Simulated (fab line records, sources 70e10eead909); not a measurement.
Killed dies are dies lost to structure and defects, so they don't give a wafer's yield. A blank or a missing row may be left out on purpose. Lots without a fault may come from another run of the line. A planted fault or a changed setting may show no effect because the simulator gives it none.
Problem report in the 8D (eight disciplines) form, filled by code | flow nand_harc | the parts of the form that need people (team, actions taken, sign-off) are left out

1. THE PROBLEM
thk_nm at NHARC_A_ONON_D2_THK_MEAS_11 reads a mean of 320 nm on 6 wafers of 2 lots; wafers without a fault read 1001 nm with a standard deviation of 11. That is -62 standard deviations from the usual mean.
The step: measures by ellipsometry.
First seen on wafer L136.3, day 16 19:31, on film_metro-01. The record holds 39 wafers of 13 lots with a number at this step. Rule for "out", or "out of limits": more than 4 standard deviations from the usual mean. The other wafers with a number count as sound.

2. WHAT IT IS AND WHAT IT IS NOT
question                    | is                     | is not
which readings at this step | thk_nm                 | -
which lots                  | L136, L137             | L126, L127, L128, L129, L130, L131, L132, L144, L145, L146, L148
which wafers of those lots  | all that have a number | -
read on which gauges        | film_metro-01          | film_metro-02
when                        | from day 16 19:31      | up to then (21 sound wafers); but 12 sound wafers of L144, L145, L146, L148 came after

3. SUSPECTS, AND WHAT RULES EACH OUT
Counting: a tool at a process step up to the reading stays a suspect if it ran every lot that is out and no sound lot after the first of them.
- the gauge at NHARC_A_ONON_D2_THK_MEAS_11: kept. All the wafers that are out were read on film_metro-01, and no step on other tools shows them out.
- rie_diel-01 at NHARC_A_CHANNEL_HOLE_D1_STRIP_27 (strips in O2): ruled out as a lasting fault. Sound lots L148 ran on it after its first lot that is out, L136 (day 13 09:21). NHARC_A_CHANNEL_HOLE_D1_STRIP_27 gives no start for some lots, so the hours and the order of its lots are those of NHARC_A_CHANNEL_FILL_D1_ALD_02.
- ald_hk-04 at NHARC_A_CHANNEL_FILL_D1_ALD_02 (deposits SiO2, target thk 6 nm, pulse time 10 s, ald cycles 60): ruled out as a lasting fault. Sound lots L146 ran on it after its first lot that is out, L136 (day 13 09:21).
- pecvd_onon-03 at NHARC_A_ONON_D2_DEP_09 (target thk 1000 nm): ruled out as a lasting fault. Sound lots L145, L146, L148 ran on it after its first lot that is out, L136 (day 16 19:07).
Left after counting: film_metro-01 at NHARC_A_ONON_D2_THK_MEAS_11.

4. THE CAUSE (what the simulator had put in)
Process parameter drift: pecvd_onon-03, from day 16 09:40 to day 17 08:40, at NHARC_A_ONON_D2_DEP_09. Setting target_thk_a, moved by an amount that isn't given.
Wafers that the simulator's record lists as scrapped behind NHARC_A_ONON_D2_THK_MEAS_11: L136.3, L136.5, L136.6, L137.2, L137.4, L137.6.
Counting ruled it out, wrongly: the rule takes a fault to strike every lot that its tool runs from its start on, and this one did not.

5. THE CHAIN OF EFFECTS, in route order
Each row: a reading whose mean over the struck wafers that have a number lies more than 3 standard deviations from the usual. Only readings for which the record gives a usual standard deviation are gone through. hours: the time from each lot's start at the first step in this table that gives one to its start at this step, as a median over the lots. sigmas: the change in usual standard deviations.
hours | step                        | reading | usual   | on struck wafers | change | sigmas
0     | NHARC_A_ONON_D2_THK_MEAS_11 | thk_nm  | 1001 nm | 320              | -681   | -62

6. WHAT WOULD HAVE CAUGHT IT SOONER
In this record the first reading out of limits at a measuring or inspecting step was taken at day 16 19:31, 10 hours after the fault began at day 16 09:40.
